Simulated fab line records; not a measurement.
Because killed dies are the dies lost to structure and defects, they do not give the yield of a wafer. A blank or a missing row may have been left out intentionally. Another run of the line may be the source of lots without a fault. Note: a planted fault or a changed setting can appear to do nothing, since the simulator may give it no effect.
A struck lot beside a sound one + flow n5Finfet + 15 steps out of a route of 1938
Sound: wafers L724.2, L724.3, L724.5. Wafers L738.2, L738.4, L738.5 were the ones struck. At the end, the cause is stated.
For every step that has rows: the tool of each side, followed by ch and its chambers, followed by its first start. Under that, the readings that differ: sound wafers + struck wafers + difference of the means + sigmas: that difference in standard deviations of wafers without a fault.
alike: words and numbers the same on both sides, and readings whose means are apart by under 2 such deviations; not compared: readings that were withheld, readings missing a value for some wafer, numbers with overlapping values and no deviation given by the record, and bounds like >300 which may hide the same value.
The two part at a step that has a row with sigmas, a row that says differs or no value, or rows on one side only. Non-overlapping numbers with no deviation appear without sigmas and do not part them. A reading missing from all wafers of one side parts the sides only when that side holds two or more wafers.

N5_HKMG_FIN_CD_MEAS_12 targets a cd of 92.8 nm.
  sound on cdSem-03 ch 0, day 4 21:41; struck on cdSem-03 ch 0, day 8 15:16
| reading   | sound          | struck         | difference | sigmas |
|-----------|----------------|----------------|------------|--------|
| cdNm (nm) | 94.4 94.2 94.4 | 92.5 91.4 91.9 | -2.4       | -3     |
N5_HKMG_FIN_OVL_MEAS_13:
  sound on overlay-02 ch 0, day 4 21:43; struck on overlay-01 ch 0, day 8 15:17
  alike: NWFM_OVL
N5_HKMG_FIN_INSPECT_14: inspects for defects (macro).
  sound on defectInspect-02, day 4 21:44; struck on defectInspect-01, day 8 15:19
  alike: rawDefectCount
then, 2 steps without rows for these wafers: N5_HKMG_FIN_DESCUM_17 (chemistry O2, time 7.9 s); N5_HKMG_FIN_ETCH_31 (etches SiARC in CF4, target depth 45.5 nm, time 75.8 s).
N5_HKMG_FIN_ETCH_32: etches SOC in N2/H2, target depth 240 nm, time 300 s.
  sound on rieDiel-05 ch 0,1,3, day 4 22:01; struck on rieDiel-06 ch 0,2,3, day 8 15:26
  alike: drypumpMotorCurrentA, oesProductAu, rfVppV, showerheadPlenumPTorr, throttleValvePct
  not compared: rfHoursCounterH
then, 1 step without rows for these wafers: N5_HKMG_FIN_STRIP_33 (strips in N2/H2).
N5_HKMG_FIN_STRIP_34: strips in CF4.
  sound on rieDiel-05 ch 0,1,3, day 4 22:13; struck on rieDiel-06 ch 0,2,3, day 8 15:38
  alike: drypumpMotorCurrentA, oesProductAu, rfVppV, showerheadPlenumPTorr, throttleValvePct
  not compared: rfHoursCounterH
N5_HKMG_FIN_ETCH_35: etches SOC in N2/H2, target depth 215.8 nm, time 243.4 s.
  sound on rieDiel-05 ch 0,1,3, day 4 22:14; struck on rieDiel-06 ch 0,2,3, day 8 15:39
  alike: drypumpMotorCurrentA, oesProductAu, rfVppV, showerheadPlenumPTorr, throttleValvePct
  not compared: rfHoursCounterH
N5_HKMG_FIN_STRIP_92: strips SOC in N2/H2, time 20 s.
  sound on rieDiel-05 ch 0,1,3, day 4 22:23; struck on rieDiel-06 ch 0,2,3, day 8 15:48
  alike: drypumpMotorCurrentA, oesProductAu, rfVppV, showerheadPlenumPTorr, throttleValvePct
  not compared: rfHoursCounterH
then, 1 step without rows for these wafers: N5_HKMG_FIN_WET_ETCH_18 (etches TiN in SC1, time 55 s, target depth 5.2 nm, rinse time 30 s).
N5_HKMG_FIN_STRIP_19: strips in N2/H2, time 360 s.
  sound on plasmaAsher-02 ch 0,1, day 4 22:31; struck on plasmaAsher-01 ch 0,1, day 8 15:57
  alike: drypumpMotorCurrentA, heaterPowerW
  not compared: rfHoursCounterH
N5_HKMG_FIN_ALD_91: deposits TiN, target thk 1 nm, pulse time 1 s, purge time 3 s.
  sound on aldMetal-03 ch 0,1,2, day 4 22:55; struck on aldMetal-04 ch 0,2,3, day 8 16:20
| reading   | sound    | struck   | difference | sigmas |
|-----------|----------|----------|------------|--------|
| aldCycles | 47 47 47 | 43 43 43 | -4         |        |
  alike: heaterPowerW, precursorPulseHeightRel
then, 1 step without rows for these wafers: N5_HKMG_FIN_COAT_85 (time 60 s, resist thk 300 nm).
N5_PASSIVATION_PROBE_49:
  the record holds rows for the sound wafers here (prober-01, day 13 14:55) but none for the struck ones

## WHERE THEY PART
First at N5_HKMG_FIN_CD_MEAS_12; last, within this record, at N5_PASSIVATION_PROBE_49.

WHY: the cause the simulator had injected
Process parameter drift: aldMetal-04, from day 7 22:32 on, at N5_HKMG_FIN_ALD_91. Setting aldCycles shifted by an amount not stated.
